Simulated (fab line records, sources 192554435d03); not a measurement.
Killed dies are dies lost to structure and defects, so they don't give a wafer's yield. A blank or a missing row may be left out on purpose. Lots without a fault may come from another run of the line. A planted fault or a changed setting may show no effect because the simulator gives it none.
Chamber matching | flow n5_finfet | N5_BEOL_M8_PECVD_70 on pecvd-04: 3 sister chambers
The step deposits SiO2 from TEOS/O2, target thk 20 nm, time 22.7 s. 16 wafers are shown with their chamber, then 8 later ones without.

WAFERS WITH THEIR CHAMBER
wafer  | chamber | throttle_valve_pct (%) | showerhead_plenum_p_Torr (Torr) | heater_power_w (W)
L077.1 | 0       | 23.2                   | 8.54                            | 609
L077.5 | 1       | 22.2                   | 8.80                            | 530
L077.6 | 0       | 23.3                   | 8.53                            | 619
L083.1 | 1       | 22.4                   | 8.79                            | 600
L083.2 | 2       | 19.9                   | 8.74                            | 537
L083.5 | 0       | 23.6                   | 8.56                            | 626
L084.1 | 2       | 20.2                   | 8.79                            | 542
L084.4 | 0       | 23.5                   | 8.57                            | 544
L084.5 | 1       | 22.6                   | 8.78                            | 620
L086.1 | 1       | 22.3                   | 8.80                            | 641
L086.3 | 2       | 20.2                   | 8.78                            | 567
L086.4 | 2       | 20.0                   | 8.74                            | 599
L090.1 | 1       | 22.6                   | 8.80                            | 503
L090.4 | 0       | 23.6                   | 8.56                            | 589
L090.5 | 1       | 22.5                   | 8.80                            | 519
L089.1 | 1       | 22.4                   | 8.80                            | 620

SIGNATURES (means of the wafers above)
reading                  | chamber 0 | chamber 1 | chamber 2 | scatter within a chamber
throttle_valve_pct       | 23.440    | 22.429    | 20.075    | 0.16
showerhead_plenum_p_Torr | 8.5520    | 8.7957    | 8.7625    | 0.0165
heater_power_w           | 597.40    | 576.14    | 561.25    | 44.8
Rule: a wafer's distance from a chamber is the root of the sum, over the readings, of the square of ((its reading less the chamber's mean) divided by the reading's scatter). The wafer belongs to the nearest chamber; if the next one is less than 2 further off, it can't be placed. The scatter: the root of (the sum of the squares of (reading less its chamber's mean) over the shown wafers, divided by (wafers less chambers)).

WAFERS WITHOUT THEIR CHAMBER
wafer  | throttle_valve_pct (%) | showerhead_plenum_p_Torr (Torr) | heater_power_w (W)
L089.4 | 23.4                   | 8.54                            | 571
L089.6 | 22.2                   | 8.79                            | 627
L092.1 | 20.2                   | 8.77                            | 557
L092.4 | 23.4                   | 8.55                            | 613
L092.5 | 22.3                   | 8.79                            | 600
L095.3 | 23.5                   | 8.56                            | 627
L095.5 | 22.5                   | 8.78                            | 606
L095.6 | 20.0                   | 8.76                            | 593

WHICH CHAMBER EACH WENT THROUGH
wafer  | from the rows above | in truth
L089.4 | 0                   | 0
L089.6 | 1                   | 1
L092.1 | 2                   | 2
L092.4 | 0                   | 0
L092.5 | 1                   | 1
L095.3 | 0                   | 0
L095.5 | 1                   | 1
L095.6 | 2                   | 2
Placed correctly: 8 of 8. Can't be placed from these rows: 0. Placed wrongly: 0.
